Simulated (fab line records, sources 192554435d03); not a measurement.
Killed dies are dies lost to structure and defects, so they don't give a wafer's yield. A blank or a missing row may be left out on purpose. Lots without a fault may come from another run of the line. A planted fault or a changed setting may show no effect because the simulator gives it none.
fab line records | flow n5_finfet | part 2 of 2: steps 21 to 29 of 29
record lots=5 wafers=15 last_day=17
route steps=1938 shown BEOL_M0_SAQP@677 BEOL_M0_CUTY@701
lots that met no fault: from a run of the same line without faults
start_h: hours from the record's first day to the start of the lot's first wafer shown | wait_h: hours since the lot's step before | " the same as in the row above | L1.1+2: a row that stands for several wafers | - no value, or no start given | * or withheld: withheld | < > ~ a bound
route shown NAME@n: a module of which the file shows steps, and the number in the route of the first | usual: mean/standard deviation of fault-free wafers | same: alike in all rows | chamber/n: place in a boat | sites: the reading at each site | _std_site: their standard deviation | _edge_site: outer sites' mean less inner sites' | radius_mm: how far each site lies from the wafer's centre | mask NAME#n: copy n | behind: the tool/chamber that last shaped the wafer | hold: why the lot was held/for how many hours/how that ended | device: the transistor (n, p or np) that didn't switch | end of line: the same wafers' tests at the end of the route | a step without rows: its recipe alone | killed: dies lost to structure and defects at the first sort, not the wafer's yield | map: a wafer's dies, x killed, . not, _ none there
set.NAME: the setting as run; set.NAME@STEP: as run at that earlier step | model.NAME: the simulator's own value behind a step, which no gauge read
lots at some steps of the route; a table a step, a row a wafer
services: from which hour (start_h, from the record's first day; less than 0 if before it) a tool's chamber was out of use, for how many hours, and why
## steps
# step N5_BEOL_M0_SAQP_STRIP_89
# recipe chemistry=N2/H2 temp_c=40 n2_flow_sccm=200 h2_flow_sccm=200 rf_frequency_hz=6e+07
# columns lot.wafer tool chamber start_h wait_h
L077.1+5+6 rie_diel-06 1,1,0 128.39 0.0
L078.1+3+5 rie_diel-03 0,1,0 134.05 0.0
L084.2+3+4 rie_diel-04 3,1,0 183.74 0.0
L087.1+2+4 rie_diel-06 3,1,2 199.44 0.0
L095.3+4+6 rie_diel-04 2,0,3 240.24 0.0
# step N5_BEOL_M0_SAQP_ALD_48
# recipe material=SiO2 target_thk_a=200 temp_c=100 ald_precursor_family=BDEAS ald_co_reactant=O2-plasma pulse_time_s=1 co_reactant_pulse_time_s=1 purge_time_s=2 co_reactant_purge_time_s=2 ald_cycles=139 pressure_torr=2
# usual heater_power_w=79/8.4 precursor_pulse_height_rel=1.001/0.018
# columns lot.wafer tool chamber start_h wait_h heater_power_w precursor_pulse_height_rel
L077.1 ald_sin-02 3 128.52 0.1 80 0.991
L077.5 " 3 " " 80 1.035
L077.6 " 0 " " 91 0.970
L078.1 ald_sin-04 0 134.08 0.0 95 1.004
L078.3 " 2 " " 71 1.031
L078.5 " 0 " " 95 1.018
L084.2 ald_sin-04 3 185.51 1.8 75 1.027
L084.3 " 2 " " 72 1.028
L084.4 " 0 " " 92 0.994
L087.1 ald_sin-03 0 199.48 0.0 71 0.998
L087.2 " 3 " " 76 1.026
L087.4 " 1 " " 88 1.007
L095.3 ald_sin-04 1 240.76 0.5 72 0.964
L095.4 " 0 " " 95 1.003
L095.6 " 0 " " 96 0.994
# step N5_BEOL_M0_SAQP_ETCH_49
# recipe chemistry=CF4/O2 target_depth_a=370 target=SiO2 pressure_mtorr=40 source_w=535 bias_w=49 Ar_flow_sccm=100 cf4_flow_sccm=100 O2_flow_sccm=10 ion_energy_ev=100
# usual O2_flow_sccm=9.997/0.03 drypump_motor_current_A=5.6/0.42 oes_product_au=0.77/0.078 rf_vpp_V=241/4.3 showerhead_plenum_p_Torr=2.19/0.062 throttle_valve_pct=15.94/0.27
# columns lot.wafer tool chamber start_h wait_h O2_flow_sccm drypump_motor_current_A oes_product_au rf_hours_counter_h rf_vpp_V showerhead_plenum_p_Torr throttle_valve_pct
L077.1 rie_diel-04 1 129.05 0.3 9.958 5.5 0.66 248 241 2.27 16.50
L077.5 " 2 " " 9.960 4.8 0.93 - 234 2.16 15.54
L077.6 " 1 " " 9.973 5.5 0.66 - 243 2.27 16.50
L078.1 rie_diel-04 1 134.61 0.3 10.034 5.5 0.67 249 241 2.26 16.48
L078.3 " 0 " " 10.006 6.0 0.81 106 248 2.13 15.87
L078.5 " 2 " " 10.018 4.8 0.93 - 235 2.16 15.56
L084.2 rie_diel-03 0 186.09 0.3 9.990 5.7 0.75 140 238 2.04 15.90
L084.3 " 3 " " 9.967 5.7 0.75 154 236 2.12 16.25
L084.4 " 1 " " 10.031 5.6 0.73 191 247 2.18 15.76
L087.1 rie_diel-06 1 200.00 0.3 10.040 5.8 0.76 162 239 2.13 16.16
L087.2 " 3 " " 10.007 5.0 0.96 15 235 2.24 15.48
L087.4 " 2 " " 9.985 5.7 0.69 206 241 2.19 15.97
L095.3 rie_diel-03 0 241.28 0.3 10.030 5.7 0.74 152 237 2.04 15.94
L095.4 " 3 " " 10.042 5.7 0.74 174 237 2.11 16.29
L095.6 " 1 " " 9.996 5.6 0.72 - 248 2.17 15.79
# step N5_BEOL_M0_SAQP_STRIP_75
# recipe chemistry=CF4 resist=SiARC power_w=300 bias_power_w=75 pressure_mtorr=50 cf4_flow_sccm=150 rf_frequency_hz=6e+07
# usual drypump_motor_current_A=5.5/0.42 oes_product_au=0.178/0.017 rf_vpp_V=270.7/1.4 showerhead_plenum_p_Torr=1.78/0.051 throttle_valve_pct=13.69/0.29
# columns lot.wafer tool chamber start_h wait_h drypump_motor_current_A oes_product_au rf_hours_counter_h rf_vpp_V showerhead_plenum_p_Torr throttle_valve_pct
L077.1 rie_diel-04 1 129.15 0.1 5.6 0.155 248 271.5 1.86 14.28
L077.5 " 2 " " 4.8 0.214 - 270.6 1.75 13.23
L077.6 " 1 " " 5.5 0.158 - 271.9 1.86 14.29
L078.1 rie_diel-04 1 134.71 0.1 5.5 0.158 249 270.5 1.86 14.30
L078.3 " 0 " " 6.0 0.192 106 269.4 1.74 13.62
L078.5 " 2 " " 4.8 0.210 - 271.0 1.75 13.24
L084.2 rie_diel-03 0 186.19 0.1 5.6 0.173 140 268.2 1.66 13.61
L084.3 " 3 " " 5.7 0.170 154 271.2 1.74 14.06
L084.4 " 1 " " 5.6 0.166 191 271.1 1.78 13.55
L087.1 rie_diel-06 1 200.10 0.1 5.8 0.172 162 269.2 1.74 13.89
L087.2 " 3 " " 5.1 0.217 15 271.4 1.82 13.19
L087.4 " 2 " " 5.7 0.159 206 269.1 1.78 13.72
L095.3 rie_diel-03 0 241.38 0.1 5.7 0.172 152 268.1 1.66 13.66
L095.4 " 3 " " 5.7 0.171 174 268.4 1.73 14.09
L095.6 " 1 " " 5.6 0.159 - 271.5 1.77 13.60
# step N5_BEOL_M0_CUTY_COAT_50
# recipe resist=SiARC temp_c=220 time_s=60 spin_rpm=1500 resist_thk_nm=15
# usual plate_temp_C=220.02/0.16
# columns lot.wafer tool chamber start_h wait_h plate_temp_C
L077.1 litho_track-01 0 129.19 0.0 219.98
L077.5 " 0 " " 219.97
L077.6 " 0 " " 219.83
L078.1 litho_track-05 0 134.75 0.0 219.76
L078.3 " 0 " " 220.11
L078.5 " 0 " " 220.09
L084.2 litho_track-02 0 186.24 0.0 220.23
L084.3 " 0 " " 220.00
L084.4 " 0 " " 220.18
L087.1 litho_track-01 0 200.14 0.0 220.00
L087.2 " 0 " " 219.95
L087.4 " 0 " " 220.20
L095.3 litho_track-01 0 241.43 0.0 219.89
L095.4 " 0 " " 220.04
L095.6 " 0 " " 220.00
# step N5_BEOL_M0_CUTY_COAT_51
# recipe resist=CAR-ArF-block spin_rpm=1500 resist_thk_nm=150
# columns lot.wafer tool chamber start_h wait_h
L077.1+5+6 litho_track-01 0 - -
L078.1+3+5 litho_track-05 0 - -
L084.2+3+4 litho_track-02 0 - -
L087.1+2+4 litho_track-01 0 - -
L095.3+4+6 litho_track-01 0 - -
# step N5_BEOL_M0_CUTY_EBR_52
# recipe solvent=PGMEA ebr_width_mm=1.5
# columns lot.wafer tool chamber start_h wait_h
L077.1+5+6 litho_track-01 0 - -
L078.1+3+5 litho_track-05 0 - -
L084.2+3+4 litho_track-02 0 - -
L087.1+2+4 litho_track-01 0 - -
L095.3+4+6 litho_track-01 0 - -
# step N5_BEOL_M0_CUTY_SOFTBAKE_53
# recipe temp_c=110 time_s=60 resist=CAR-ArF-block
# usual plate_temp_C=110.00/0.13
# columns lot.wafer tool chamber start_h wait_h plate_temp_C
L077.1 litho_track-01 0 - - 109.97
L077.5 " 0 " " 109.99
L077.6 " 0 " " 109.98
L078.1 litho_track-05 0 - - 110.09
L078.3 " 0 " " 110.02
L078.5 " 0 " " 109.88
L084.2 litho_track-02 0 - - 109.79
L084.3 " 0 " " 109.89
L084.4 " 0 " " 109.99
L087.1 litho_track-01 0 - - 110.25
L087.2 " 0 " " 110.10
L087.4 " 0 " " 110.17
L095.3 litho_track-01 0 - - 109.95
L095.4 " 0 " " 110.01
L095.6 " 0 " " 109.94
# step N5_BEOL_M0_CUTY_EXPOSE_54
# recipe mask_id=M0_ABLK na=1.35 source_shape=conventional sigma_outer=0.8 polarization=unpolarized dose_mj=36
# usual reticle_temp_C=23.02/0.097
# same na=1.35
# columns lot.wafer tool chamber start_h wait_h mask reticle_temp_C
L077.1 arfi_scanner-02 0 129.42 - M0_ABLK#0 22.99
L077.5 " 0 " " M0_ABLK#0 23.07
L077.6 " 0 " " M0_ABLK#0 23.16
L078.1 arfi_scanner-01 0 134.98 - M0_ABLK#0 22.91
L078.3 " 0 " " M0_ABLK#0 22.87
L078.5 " 0 " " M0_ABLK#0 22.72
L084.2 arfi_scanner-03 0 186.47 - M0_ABLK#0 23.04
L084.3 " 0 " " M0_ABLK#0 23.17
L084.4 " 0 " " M0_ABLK#0 23.01
L087.1 arfi_scanner-01 0 200.24 - M0_ABLK#0 23.04
L087.2 " 0 " " M0_ABLK#0 22.83
L087.4 " 0 " " M0_ABLK#0 22.94
L095.3 arfi_scanner-01 0 241.66 - M0_ABLK#0 23.23
L095.4 " 0 " " M0_ABLK#0 23.10
L095.6 " 0 " " M0_ABLK#0 23.10
## services
# columns tool chamber start_h hours kind
euv_scanner-02 - 112.39 17.3 pm
rie_diel-04 3 133.22 25.4 repair
arfi_scanner-01 - 135.53 6.0 pm
euv_scanner-01 - 141.22 1.0 pm
rie_si-06 1 146.10 8.7 repair
arfi_scanner-01 - 147.93 4.5 repair
rie_si-06 2 150.28 8.2 repair
rie_si-06 3 154.18 12.0 repair
rie_diel-04 - 156.34 0.4 repair
rie_diel-03 0 159.43 22.4 repair
euv_scanner-01 - 162.56 4.6 pm
rie_diel-06 - 162.87 1.0 repair
rie_diel-06 1 168.49 4.1 repair
euv_scanner-01 - 184.73 0.1 repair
arfi_scanner-01 - 185.31 1.3 pm
rie_diel-03 0 188.15 20.7 repair
arfi_scanner-01 - 195.73 2.1 repair
euv_scanner-01 - 197.34 1.0 pm
ald_sin-04 0 204.08 6.1 repair
arfi_scanner-01 - 212.53 0.8 pm
rie_si-06 - 221.66 0.1 repair
rie_si-06 2 223.71 22.8 repair
euv_scanner-01 - 223.84 6.2 pm
euv_scanner-01 - 234.80 1.8 repair
